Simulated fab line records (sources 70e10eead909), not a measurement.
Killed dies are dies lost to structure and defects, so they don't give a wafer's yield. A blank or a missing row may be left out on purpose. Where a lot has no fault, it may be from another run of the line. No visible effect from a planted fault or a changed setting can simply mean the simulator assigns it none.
fab line records	flow nandHarc
[record] lots = 11	wafers = 33	lastDay = 24
route steps=1159 shown P_GATE@146 END@1159
lots with no fault: from the same line, run without faults
startH: hours from the record's opening day to when the first of the lot's shown wafers began	waitH: time in hours since the lot's previous step	" the same as in the row above	L1.1+2: a row that stands for several wafers	- no value present, or no start provided	* or withheld: withheld	< > ~ a bound
route shown NAME@n: a module of which the file shows steps, and the number in the route of the first	usual: the fault-free wafers' mean and standard deviation	same: alike in all rows	chamber/n: place in a boat	sites: the reading at each site	_std_site: the values' standard deviation	_edge_site: inner sites' mean taken away from outer sites' mean	radiusMm: for every site, how far away it sits from the centre of the wafer	mask NAME#n: copy n	behind: the tool/chamber that last shaped the wafer	hold: what put the lot on hold/how long, in hours/how the hold closed	device: the transistor (n, p or np) that didn't switch	end of line: at the end of the route, the tests of the same wafers	where a step has no rows: the recipe by itself	killed: the dies lost at the first sort to structure and to defects; this is not the yield of the wafer	map: a wafer's dies, x killed, . not, _ none there
set.NAME: the setting as run; set.NAME@STEP: as run at that earlier step	model.NAME: the simulator's own value behind a step, which no gauge read
steps of the route over a sample of lots; a table a step, a row a wafer
services: when a tool's chamber went out of use (startH, in hours from the record's first day, below 0 if earlier), for how many hours, and the reason
[[steps]]
[step NHARC_P_GATE_HM_OPEN_105]
[recipe] targetDepthA = 3600	o2FlowSccm = 400	cosFlowSccm = 20	arFlowSccm = 0	rfW = 500	biasW = 300	chemistry = O2/COS
[usual] drypumpMotorCurrentA = 5.73/0.26	oesProductAu = 1.001/0.0091	rfVppV = 467.2/2.8	showerheadPlenumPTorr = 3.12/0.12	throttleValvePct = 28.331/0.0096
lot.wafer	tool	chamber	startH	waitH	drypumpMotorCurrentA	oesProductAu	rfHoursCounterH	rfVppV	showerheadPlenumPTorr	throttleValvePct
L440.1	rieDiel-08	3	-	-	5.96	1.009	25	466.2	3.07	28.332
L440.4	"	0	"	"	5.59	0.998	23	464.8	3.08	28.321
L440.5	"	3	"	"	5.97	1.000	-	466.4	3.07	28.344
L441.3	rieDiel-08	2	-	-	5.35	0.995	24	463.9	2.95	28.328
L441.4	"	3	"	"	6.01	1.004	25	466.1	3.07	28.315
L441.2	"	1	"	"	5.97	1.004	24	469.1	3.26	28.348
L442.1	rieDiel-01	3	-	-	6.17	1.001	36	469.3	3.21	28.325
L442.2	"	0	"	"	5.38	1.015	47	470.1	3.21	28.341
L442.6	"	2	"	"	5.84	0.998	-	471.8	3.32	28.327
L443.4	rieDiel-11	3	-	-	5.78	0.998	33	470.6	3.27	28.331
L443.1	"	2	"	"	5.60	1.003	29	465.7	3.05	28.337
L443.5	"	3	"	"	5.79	1.003	-	470.1	3.27	28.320
L444.3	rieDiel-08	3	-	-	6.01	0.999	28	465.7	3.06	28.339
L444.6	"	2	"	"	5.33	0.995	-	462.9	2.95	28.336
L444.5	"	3	"	"	5.98	1.004	-	465.7	3.07	28.334
L450.4	rieDiel-01	0	-	-	5.35	0.990	1	470.1	3.20	28.328
L450.1	"	2	"	"	5.84	1.002	2	471.7	3.31	28.326
L450.2	"	3	"	"	6.05	1.018	2	468.7	3.20	28.346
L451.1	rieDiel-08	1	-	-	5.94	1.003	5	470.7	3.26	28.337
L451.2	"	2	"	"	5.35	0.998	5	463.7	2.95	28.317
L451.3	"	0	"	"	5.61	1.009	5	466.0	3.08	28.344
L453.4	rieDiel-11	0	-	-	5.44	0.990	55	471.8	3.30	28.337
L453.1	"	1	"	"	5.81	0.998	54	465.6	3.07	28.336
L453.6	"	2	"	"	5.61	1.001	-	465.9	3.04	28.334
L462.3	rieDiel-08	1	-	-	5.93	0.995	18	469.5	3.25	28.341
L462.4	"	3	"	"	5.96	1.009	-	465.0	3.06	28.337
L462.6	"	2	"	"	5.34	0.993	-	462.9	2.94	28.345
L461.2	rieDiel-08	3	-	-	5.96	1.003	16	465.4	3.06	28.337
L461.3	"	1	"	"	5.94	1.003	18	470.2	3.25	28.335
L461.5	"	2	"	"	5.33	0.993	-	464.3	2.94	28.320
L463.4	rieDiel-01	1	-	-	5.84	1.006	25	464.3	2.96	28.333
L463.2	"	2	"	"	5.81	1.010	28	469.6	3.29	28.342
L463.5	"	0	"	"	5.35	0.990	-	469.7	3.19	28.328
[step NHARC_P_GATE_ETCHBACK_37]
[recipe] targetDepthA = 345	timeS = 17.2	chf3FlowSccm = 50	o2FlowSccm = 10	arFlowSccm = 200	rfW = 500	biasW = 200	chemistry = CHF3/O2
[usual] drypumpMotorCurrentA = 5.73/0.23	oesProductAu = 0.94/0.032	rfVppV = 370.6/2.3	showerheadPlenumPTorr = 2.40/0.096	throttleValvePct = 20.572/0.0085
[same] timeS = 17.2
lot.wafer	tool	chamber	startH	waitH	drypumpMotorCurrentA	oesProductAu	rfHoursCounterH	rfVppV	showerheadPlenumPTorr	throttleValvePct
L440.4	rieDiel-08	2	-	-	5.37	0.92	25	368.5	2.27	20.574
L440.1	"	0	"	"	5.60	0.93	24	369.4	2.37	20.571
L440.5	"	2	"	"	5.38	0.92	-	368.3	2.27	20.566
L441.4	rieDiel-08	0	-	-	5.59	0.93	24	370.3	2.37	20.568
L441.2	"	2	"	"	5.35	0.93	26	368.3	2.27	20.579
L441.3	"	3	"	"	5.98	0.93	26	369.3	2.36	20.566
L442.1	rieDiel-11	2	-	-	5.61	1.01	29	369.8	2.35	20.570
L442.2	"	3	"	"	5.78	1.00	33	374.0	2.52	20.574
L442.6	"	2	"	"	5.62	1.01	-	369.5	2.34	20.580
L443.4	rieDiel-08	3	-	-	5.95	1.00	28	369.7	2.36	20.561
L443.1	"	0	"	"	5.57	1.01	26	369.9	2.37	20.580
L443.5	"	0	"	"	5.57	1.01	-	369.8	2.37	20.566
L444.3	rieDiel-11	1	-	-	5.77	1.00	38	369.3	2.37	20.574
L444.6	"	2	"	"	5.60	1.01	-	369.0	2.34	20.572
L444.5	"	3	"	"	5.79	1.00	-	373.4	2.51	20.580
L450.2	rieDiel-01	2	-	-	5.81	0.93	5	374.3	2.54	20.572
L450.4	"	0	"	"	5.37	0.92	4	372.8	2.46	20.570
L450.1	"	1	"	"	5.89	0.93	4	368.3	2.28	20.582
L451.3	rieDiel-08	0	-	-	5.57	0.93	7	371.0	2.37	20.566
L451.1	"	1	"	"	5.91	0.93	7	373.0	2.51	20.578
L451.2	"	3	"	"	5.96	0.94	7	370.0	2.36	20.566
L453.4	rieDiel-08	3	-	-	5.98	0.93	7	368.9	2.35	20.561
L453.1	"	0	"	"	5.58	0.92	7	370.4	2.37	20.579
L453.6	"	3	"	"	5.99	0.93	-	368.4	2.36	20.573
L462.4	rieDiel-01	1	-	-	5.88	0.93	27	366.4	2.27	20.562
L462.3	"	0	"	"	5.38	0.92	27	371.5	2.45	20.580
L462.6	"	2	"	"	5.81	0.94	-	371.4	2.53	20.565
L461.3	rieDiel-08	2	-	-	5.38	0.92	19	367.6	2.26	20.576
L461.2	"	0	"	"	5.57	0.91	16	370.5	2.37	20.561
L461.5	"	2	"	"	5.38	0.92	-	365.9	2.26	20.550
L463.2	rieDiel-01	2	-	-	5.81	0.94	32	371.9	2.53	20.580
L463.4	"	3	"	"	6.09	0.94	33	371.2	2.45	20.585
L463.5	"	2	"	"	5.81	0.95	-	373.9	2.53	20.581
[step NHARC_P_GATE_STRIP_75]
[recipe] powerW = 1500	tempC = 250	chemistry = O2
[usual] drypumpMotorCurrentA = 5.6/0.33	heaterPowerW = 352/14
lot.wafer	tool	chamber	startH	waitH	drypumpMotorCurrentA	heaterPowerW	rfHoursCounterH
L440.1	plasmaAsher-02	1	102.17	0.2	6.1	341	23
L440.4	"	0	"	"	5.5	337	-
L440.5	"	1	"	"	6.1	340	-
L441.2	plasmaAsher-02	1	107.91	0.3	6.1	342	27
L441.4	"	1	"	"	6.1	350	-
L441.3	"	0	"	"	5.4	330	-
L442.1	plasmaAsher-02	1	108.56	0.2	6.1	347	28
L442.2	"	0	"	"	5.5	332	28
L442.6	"	0	"	"	5.5	339	-
L443.1	plasmaAsher-01	1	120.07	0.3	5.7	367	4
L443.4	"	1	"	"	5.7	375	-
L443.5	"	0	"	"	5.3	347	-
L444.3	plasmaAsher-02	0	130.85	0.1	5.5	329	-
L444.6	"	1	"	"	6.1	352	-
L444.5	"	0	"	"	5.5	336	-
L450.2	plasmaAsher-01	1	162.92	0.3	5.7	370	16
L450.1	"	0	"	"	5.2	356	16
L450.4	"	0	"	"	5.2	357	-
L451.1	plasmaAsher-01	0	177.17	0.2	5.2	350	20
L451.2	"	1	"	"	5.7	379	20
L451.3	"	1	"	"	5.7	371	-
L453.1	plasmaAsher-02	0	177.92	0.3	5.5	328	52
L453.4	"	0	"	"	5.5	323	-
L453.6	"	1	"	"	6.1	350	-
L462.4	plasmaAsher-02	1	228.91	0.2	6.1	360	-
L462.3	"	0	"	"	5.5	349	-
L462.6	"	0	"	"	5.5	349	-
L461.2	plasmaAsher-02	0	229.63	0.3	5.5	351	12
L461.3	"	1	"	"	6.1	355	-
L461.5	"	1	"	"	6.1	347	-
L463.2	plasmaAsher-01	0	235.30	0.2	5.2	344	42
L463.4	"	1	"	"	5.7	378	-
L463.5	"	1	"	"	5.7	381	-
[step NHARC_P_GATE_EXPOSE_56]
[recipe] na = 0.6	targetCdNm = 720	doseMj = 14.81	maskId = P_PSD
lot.wafer	tool	chamber	startH	waitH	mask
L440.1+4+5	krfScanner-01	0	102.93	-	P_PSD#0
L441.2+3+4	krfScanner-01	0	108.68	-	P_PSD#0
L442.1+2+6	krfScanner-02	0	109.33	-	P_PSD#0
L443.1+4+5	krfScanner-01	0	120.84	-	P_PSD#0
L444.3+5+6	krfScanner-01	0	131.47	-	P_PSD#0
L450.1+2+4	krfScanner-03	0	163.69	-	P_PSD#0
L451.1+2+3	krfScanner-02	0	177.98	-	P_PSD#0
L453.1+4+6	krfScanner-01	0	178.69	-	P_PSD_R1#0
L462.3+4+6	krfScanner-01	0	229.67	-	P_PSD#0
L461.2+3+5	krfScanner-02	0	230.41	-	P_PSD#0
L463.2+4+5	krfScanner-03	0	236.07	-	P_PSD#0
[step NHARC_P_GATE_CD_MEAS_59]
[recipe] targetCdNm = 720	landingEnergyEv = 500
[usual] cdNm = 719.0/2.4
lot.wafer	tool	chamber	startH	waitH	hold	cdNm
L440.1	cdSem-01	0	103.09	-	-	722.0
L440.4	"	0	"	"	-	722.8
L440.5	"	0	"	"	-	720.6
L441.2	cdSem-01	0	108.83	-	-	721.1
L441.3	"	0	"	"	-	721.6
L441.4	"	0	"	"	-	720.3
L442.1	cdSem-01	0	109.48	-	-	719.6
L442.2	"	0	"	"	-	718.2
L442.6	"	0	"	"	-	718.9
L443.1	cdSem-01	0	121.00	-	-	719.4
L443.4	"	0	"	"	-	720.1
L443.5	"	0	"	"	-	718.9
L444.3	cdSem-02	0	131.62	-	-	719.6
L444.5	"	0	"	"	-	713.7
L444.6	"	0	"	"	-	713.9
L450.1	cdSem-02	0	163.84	-	-	722.1
L450.2	"	0	"	"	-	721.8
L450.4	"	0	"	"	-	716.9
L451.1	cdSem-03	0	178.14	-	-	723.9
L451.2	"	0	"	"	-	720.0
L451.3	"	0	"	"	-	719.0
L453.1	cdSem-02	0	178.84	-	awaitDispo/0.2h/release	794.4
L453.4	"	0	"	"	awaitDispo/0.2h/release	797.8
L453.6	"	0	"	"	awaitDispo/0.2h/release	800.9
L453.1	cdSem-02	0	-	-	-	794.3
L453.4	"	0	"	"	-	797.8
L453.6	"	0	"	"	-	801.1
L462.3	cdSem-02	0	229.82	-	-	716.3
L462.4	"	0	"	"	-	718.6
L462.6	"	0	"	"	-	715.7
L461.2	cdSem-02	0	230.56	-	-	718.9
L461.3	"	0	"	"	-	720.3
L461.5	"	0	"	"	-	714.4
L463.2	cdSem-01	0	236.24	-	-	720.2
L463.4	"	0	"	"	-	721.2
L463.5	"	0	"	"	-	722.8
[step NHARC_END_SORT_01]
[recipe] tempC = 25
[usual] defectLimitedYield = 95.4/1.5	killedAtArray = 27/9.9	killedAtOther = 0.5/0.76	killedAtPeriphery = 3.4/2.2	killedDies = 31/10	killedOpen = 3.3/2	killedShort = 2.0/1.5	sort_bin_2_pct = 1.5/0.64	sort_bin_3_pct = 0.21/0.2	sort_bin_4_pct = 2.9/0.97	sortNPass = 646/10	sortRimYieldPct = 96.9/2	sortYieldPct = 95.4/1.5
[same] grossDies = 677	sort_bin_5_pct[%] = 0	sort_bin_6_pct[%] = 0	sort_bin_7_pct[%] = 0	sort_bin_8_pct[%] = 0	sortRimNGross = 106.00
lot.wafer	tool	chamber	startH	waitH	defectLimitedYield[%]	killedAtArray	killedAtOther	killedAtPeriphery	killedDies	killedOpen	killedShort	sort_bin_2_pct[%]	sort_bin_3_pct[%]	sort_bin_4_pct[%]	sortNPass	sortRimYieldPct[%]	sortYieldPct[%]
L462.4	prober-02	0	560.48	3.4	93.5	41	0	3	44	6	3	2.7	0.30	3.5	633	96.2	93.5
// killed by level:class
L462.4 A_SLIT:chamberFilmFlake=16 A_CHANNEL_HOLE_D1:chamberFilmFlake=8 A_CONTACT:chamberFilmFlake=7 A_CHANNEL_FILL_D1:geometricParticle:open=3 A_M0:geometricParticle:short=2 P_M2:chamberFilmFlake=2 P_CONTACT:geometricParticle:open=1 A_ONON_D1:geometricParticle:open=1
[[services]]
tool	chamber	startH	hours	kind
rieDiel-01	3	72.10	7.7	repair
rieDiel-08	0	79.37	-	clean
rieDiel-08	1	79.37	-	clean
rieDiel-08	2	79.37	-	clean
rieDiel-08	3	79.37	-	clean
krfScanner-01	-	84.00	4.0	pm
krfScanner-02	-	84.64	0.2	repair
rieDiel-01	0	91.39	3.6	repair
plasmaAsher-01	-	99.00	9.0	pm
rieDiel-08	0	103.87	-	clean
rieDiel-01	-	104.52	1.6	repair
krfScanner-02	-	105.77	0.2	repair
krfScanner-03	-	117.77	0.5	repair
rieDiel-08	-	124.80	9.0	pm
rieDiel-01	-	137.88	9.0	pm
plasmaAsher-01	-	154.94	0.3	repair
krfScanner-03	-	168.00	4.0	pm
rieDiel-08	-	182.51	0.4	repair
plasmaAsher-02	-	183.11	9.0	pm
rieDiel-11	0	188.45	2.9	repair
rieDiel-11	-	189.50	9.0	pm
krfScanner-02	-	210.00	4.0	pm
rieDiel-08	0	211.62	11.0	repair
krfScanner-01	-	220.35	4.2	repair
[[key]]
[firstSign] step = NHARC_P_GATE_EXPOSE_56	reading = mask	direction = changed
[effect] step = NHARC_P_GATE_CD_MEAS_59	reading = visit	direction = added
[effect] step = NHARC_P_GATE_CD_MEAS_59	reading = cdNm	direction = up	sigmas = 33	usual = 719.0	struck = 797.7
metAt NHARC_P_GATE_EXPOSE_56
struckLots L453
scrappedBehind NHARC_A_ZERO_WELL_INSPECT_17 L453.1,L453.4,L453.6
notActingAt NHARC_P_GATE_HM_OPEN_105,NHARC_P_GATE_ETCHBACK_37,NHARC_P_GATE_STRIP_75
onsetBetween 131.47 178.69
[fault] kind = wrongMask	tool = any	chamber = -	onsetH = 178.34	steps = NHARC_P_GATE_EXPOSE_56	auxCopy = P_PSD_R1#0	cdOffsetNm = 80.314	scope = struckLotsOnly
